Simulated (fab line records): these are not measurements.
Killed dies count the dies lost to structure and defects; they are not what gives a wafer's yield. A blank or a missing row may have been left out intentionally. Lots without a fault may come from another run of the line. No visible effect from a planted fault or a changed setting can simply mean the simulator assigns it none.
Struck lot and sound lot, side by side + flow n5_finfet + 39 steps out of a route of 1938
Sound: the wafers L625.1, L625.2, L625.6. Struck: wafer L636.4. (L636.2, L636.3 of the same lot were not struck and are left out.) The cause comes at the end.
Per side, at each step with rows, come the tool, then ch with its chambers, and then its first start. Under that, the readings that differ: sound wafers + struck wafers + difference of the means + sigmas: that difference in standard deviations of wafers without a fault.
alike: a reading whose means differ by less than 2 such deviations, as well as words and numbers matching on both sides. not compared: withheld readings; readings where some wafer has no value; bounds like >300 that might hide an equal value; numbers whose values overlap and for which the record gives no deviation.
The two part at a step that has a row with sigmas, a row that says differs or no value, or rows on one side only. When numbers do not overlap yet have no deviation, they are printed without sigmas and do not part them. A reading that every wafer of one side lacks parts them only if that side has two wafers or more.

first, 12 steps without rows for these wafers: N5_BEOL_M0_SAQP_DESCUM_19 (chemistry O2, time 7.9 s); N5_BEOL_M0_SAQP_ETCH_83 (etches SiARC in CF4, target depth 39 nm, time 65 s); N5_BEOL_M0_SAQP_ETCH_84 (etches SOC in N2/H2, target depth 100 nm, overetch 20 nm, time 150 s); N5_BEOL_M0_SAQP_STRIP_80 (strips in N2/H2); N5_BEOL_M0_SAQP_HM_OPEN_112 (chemistry CHF3/O2, target SiO2, stops on a-Si, target depth 12 nm, time 13.5 s); N5_BEOL_M0_SAQP_STRIP_113 (strips in CHF3/O2); N5_BEOL_M0_SAQP_MANDREL_ETCH_20 (etches a-Si in HBr/Cl2, stops on SiNx, target depth 60 nm, bt time 10 s, time 30 s); N5_BEOL_M0_SAQP_STRIP_86 (strips in N2/H2); N5_BEOL_M0_SAQP_STRIP_115 (strips in post etch residue remover, time 60 s); N5_BEOL_M0_SAQP_SRD_93 (time 30 s); N5_BEOL_M0_SAQP_RECESS_114 (chemistry HF/NH3, target SiO2, target depth 14.4 nm, afs cycles 3, sublimation time 60 s); N5_BEOL_M0_SAQP_SPACER1_ALD_98 (deposits SiO2, target thk 12.8 nm, pulse time 1 s, purge time 2 s).
N5_BEOL_M0_SAQP_SPACER1_ETCHBACK_99: etches SiO2 in CHF3/O2, target depth 15.4 nm, time 7.7 s.
  sound on rie_diel-04 ch 0,2, day 6 01:59; struck on rie_diel-04 ch 3, day 9 01:15
  alike: drypump_motor_current_A, oes_product_au, rf_vpp_V, showerhead_plenum_p_Torr, throttle_valve_pct
  not compared: rf_hours_counter_h
N5_BEOL_M0_SAQP_MANDREL1_REMOVE_100: chemistry HBr/Cl2/O2, target a-Si, stops on SiNx, bt time 10 s.
  sound on rie_si-06 ch 0,1, day 6 02:04; struck on rie_si-04 ch 1, day 9 01:20
| reading                      | sound             | struck | difference | sigmas |
|------------------------------|-------------------|--------|------------|--------|
| he_backside_leak_sccm (sccm) | 4.8 2.8 2.4       | 2.5    | -0.8       | -2     |
| oes_product_au (a.u.)        | 1.011 0.962 0.996 | 0.570  | -0.420     | -23    |
  alike: drypump_motor_current_A, throttle_valve_pct
  not compared: rf_hours_counter_h
N5_BEOL_M0_SAQP_ETCH_101: etches SiNx in CH3F/O2, target depth 29.9 nm, time 42.7 s.
  sound on rie_diel-01 ch 0,2,3, day 6 02:13; struck on rie_diel-01 ch 0, day 9 01:29
| reading               | sound          | struck | difference | sigmas |
|-----------------------|----------------|--------|------------|--------|
| oes_product_au (a.u.) | 0.74 0.92 0.79 | 0.49   | -0.33      | -4     |
  alike: drypump_motor_current_A, rf_vpp_V, showerhead_plenum_p_Torr, throttle_valve_pct
  not compared: rf_hours_counter_h
then, 1 step without rows for these wafers: N5_BEOL_M0_SAQP_ETCH_102 (etches SiO2 in CF4, target depth 4 nm, time 4.4 s).
N5_BEOL_M0_SAQP_MANDREL_ETCH_103: etches a-Si in HBr/Cl2, stops on SiCN, target depth 45 nm, bt time 10 s, time 27 s.
  sound on rie_si-02 ch 0,1,2, day 6 02:22; struck on rie_si-06 ch 3, day 9 01:37
| reading                | sound             | struck | difference | sigmas |
|------------------------|-------------------|--------|------------|--------|
| oes_product_au (a.u.)  | 0.687 0.687 0.691 | 0.411  | -0.277     | -23    |
| throttle_valve_pct (%) | 35.2 35.4 34.5    | 36.4   | +1.4       | +3     |
  alike: drypump_motor_current_A, he_backside_leak_sccm
  not compared: rf_hours_counter_h
then, 20 steps without rows for these wafers: N5_BEOL_M0_SAQP_RECESS_104 (chemistry HF/NH3, target SiO2, target depth 18 nm, afs cycles 3, sublimation time 60 s); N5_BEOL_M0_SAQP_COAT_105 (time 60 s, resist thk 100 nm); N5_BEOL_M0_SAQP_ETCH_106 (etches SOC in N2/H2, stops on SiNx, target depth 150 nm); N5_BEOL_M0_SAQP_ETCH_107 (etches SiNx in CH3F/O2, target depth 30 nm); N5_BEOL_M0_SAQP_STRIP_108 (strips in N2/H2); N5_BEOL_M0_SAQP_RECESS_109 (chemistry HF/NH3, target SiO2, target depth 3 nm, afs cycles 1, sublimation time 60 s); N5_BEOL_M0_SAQP_SPACER2_ALD_26 (deposits SiO2, target thk 15 nm, pulse time 1 s, purge time 2 s); N5_BEOL_M0_SAQP_SPACER2_ETCHBACK_27 (etches SiO2 in CHF3/O2, target depth 22.5 nm, time 11.25 s); N5_BEOL_M0_SAQP_MANDREL2_REMOVE_110 (chemistry HBr/Cl2/O2, target a-Si, stops on SiCN, bt time 10 s); N5_BEOL_M0_SAQP_COAT_69 (time 60 s, resist thk 90 nm); N5_BEOL_M0_SAQP_COAT_72 (time 60 s, resist thk 15 nm); N5_BEOL_M0_SAQP_COAT_87 (time 60 s, resist thk 5 nm); N5_BEOL_M0_SAQP_COAT_34 (resist thk 30 nm); N5_BEOL_M0_SAQP_EBR_36; N5_BEOL_M0_SAQP_SOFTBAKE_35 (time 60 s); N5_BEOL_M0_SAQP_EXPOSE_37 (exposes mask M0 CUT1, target cd 30 nm); N5_BEOL_M0_SAQP_PEB_38 (peb time 60 s); N5_BEOL_M0_SAQP_DEVELOP_39 (develop time 30 s); N5_BEOL_M0_SAQP_DESCUM_45 (chemistry O2, time 7 s); N5_BEOL_M0_SAQP_ETCH_88 (etches underlayer in N2/H2, target depth 6.5 nm, time 5.2 s).
N5_BEOL_M4_RC_MEAS_101:
  the record has rows for the sound wafers here (prober-02 ch 0, day 8 12:55) and none for the struck ones
-- a jump in the record: the struck wafers' starts before and after are 7 days apart (it breaks off in module BEOL_M4 and resumes in module PASSIVATION, where the first step shown is number 1936 of the route) --
N5_PASSIVATION_PROBE_49:
  the record has rows for the struck wafers here (prober-01, day 15 19:40) and none for the sound ones

## WHERE THEY PART
First at N5_BEOL_M0_SAQP_MANDREL1_REMOVE_100; last, within this record, at N5_PASSIVATION_PROBE_49.

WHY: what the simulator had put in
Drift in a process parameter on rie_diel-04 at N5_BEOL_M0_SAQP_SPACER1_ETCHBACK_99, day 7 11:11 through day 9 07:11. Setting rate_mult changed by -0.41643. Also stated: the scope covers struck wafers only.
